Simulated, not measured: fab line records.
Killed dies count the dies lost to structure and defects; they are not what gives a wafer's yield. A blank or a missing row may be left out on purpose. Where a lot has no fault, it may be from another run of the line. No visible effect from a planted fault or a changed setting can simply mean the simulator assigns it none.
The tool behind it: which one?    flow n5Finfet    11 lots, 33 wafers sampled, at 3 steps of a route of 1938

== WHAT THE GAUGES SHOWED, per wafer ==
N5_BEOL_M7_OVL_MEAS_29.
lot   measured      on          V6_OVL (nm)
L523  day 9 20:02   overlay-02  0.1 0.3 -0.7
L524  day 10 05:29  overlay-02  -0.9 -0.5 -0.5
L528  day 10 10:29  overlay-01  1.2 0.9 -0.1
L531  day 11 07:47  overlay-01  -0.2 0.0 0.2
L529  day 11 17:07  overlay-01  -1.0 0.1 0.1
L533  day 12 03:39  overlay-02  1.8 0.4 0.6
L535  day 12 18:14  overlay-02  -0.4 -0.8 -0.7
L538  day 13 17:55  overlay-02  -0.5 -0.1 0.7
L544  day 14 15:23  overlay-01  -0.5 -0.7 -1.0
L542  day 14 18:11  overlay-01  -0.7 -0.6 -1.4
L545  day 14 23:02  overlay-02  0.6 0.2 0.6

== TOOL THAT RAN EACH LOT (tool first, then ch and the chambers of the sampled wafers, then the start) ==
lot   N5_BEOL_M7_HM_DEP_02         N5_BEOL_M7_COAT_22
L523  pvdSputter-02, day 9 18:14   lithoTrack-03 ch 0, day 9 19:38
L524  pvdSputter-01, day 10 03:58  lithoTrack-03 ch 0, day 10 05:04
L528  pvdSputter-01, day 10 07:29  lithoTrack-02 ch 0, day 10 10:11
L531  pvdSputter-03, day 11 05:35  lithoTrack-02 ch 0, day 11 07:29
L529  pvdSputter-03, day 11 15:29  lithoTrack-03 ch 0, day 11 16:44
L533  pvdSputter-01, day 12 02:07  lithoTrack-02 ch 0, day 12 03:21
L535  pvdSputter-01, day 12 15:32  lithoTrack-02 ch 0, day 12 17:57
L538  pvdSputter-02, day 13 14:06  lithoTrack-02 ch 0, day 13 17:29
L544  pvdSputter-01, day 14 13:22  lithoTrack-04 ch 0, day 14 14:56
L542  pvdSputter-03, day 14 16:10  lithoTrack-02 ch 0, day 14 17:53
L545  pvdSputter-03, day 14 19:31  lithoTrack-04 ch 0, day 14 22:44
- N5_BEOL_M7_HM_DEP_02: deposits TiN, target thk 20 nm.
- N5_BEOL_M7_COAT_22: resist thk 30 nm.

== WHAT THE TOOLS THEMSELVES READ (means of the sampled wafers that have a number; where no wafer has one, the mark that the record gives instead) ==
N5_BEOL_M7_HM_DEP_02.
lot   tool           substrateTempC (C)  throttleValvePct (%)
L523  pvdSputter-02  24.93               29.6
L524  pvdSputter-01  25.03               29.4
L528  pvdSputter-01  25.02               29.2
L531  pvdSputter-03  24.94               30.7
L529  pvdSputter-03  24.98               30.4
L533  pvdSputter-01  25.00               29.1
L535  pvdSputter-01  24.94               29.3
L538  pvdSputter-02  25.07               29.9
L544  pvdSputter-01  25.02               30.4
L542  pvdSputter-03  24.94               30.2
L545  pvdSputter-03  24.97               30.5

N5_BEOL_M7_COAT_22.
lot   tool           spinSpeedRpm (rpm)
L523  lithoTrack-03  1500.6
L524  lithoTrack-03  1499.7
L528  lithoTrack-02  1498.5
L531  lithoTrack-02  1499.4
L529  lithoTrack-03  1499.6
L533  lithoTrack-02  1499.5
L535  lithoTrack-02  1499.3
L538  lithoTrack-02  1548.9
L544  lithoTrack-04  1499.6
L542  lithoTrack-02  1549.4
L545  lithoTrack-04  1500.0

== THE ANSWER, worked out from the rows above alone ==
Rule: what is usual is taken from the lots themselves. Put in order of their means at a reading, lots are off if they are a third of the lots or fewer, leave a main group of 4 or more, and stand apart from it by a gap of 3 or more times the standard deviation of the main group's means; of several such gaps the widest counts. If all means in a main group match to the digits the tables above print for the reading, that group is not used. A lot without any number at a reading at which 4 lots or more have one is off too. All remaining lots with rows at the step are treated as sound. The gauges are gone through in route order, then the tools' own readings, and for those a lot's mean is taken as printed above. At the first step where some lot is off, the reading lying furthest off is the one used; lots without a number count as furthest.
Off at N5_BEOL_M7_COAT_22 (spinSpeedRpm): L538, L542. Main group: mean 1499.6 rpm, sd 0.53.
If a tool, at that step or one of the process steps before it, ran each lot that is off and ran no sound lot following the first of them, it fits. One fits: lithoTrack-02 at N5_BEOL_M7_COAT_22. Its last sound lot is L535 (day 12 17:57), its first lot that is off L538 (day 13 17:29): a fault that began between those two fits.
The tool's own readings at N5_BEOL_M7_COAT_22 bear it out: on the lots that are off they differ by more than 5 times the standard deviation of the sound lots' means. spinSpeedRpm reads 1549.2 rpm there against 1499.6 rpm on the sound lots.

== WHAT THE SIMULATOR PUT IN ==
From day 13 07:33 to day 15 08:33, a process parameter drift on lithoTrack-02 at N5_BEOL_M7_COAT_22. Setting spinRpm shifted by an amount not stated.
Struck lots among those shown: L538, L542. The rule above reached the same finding.
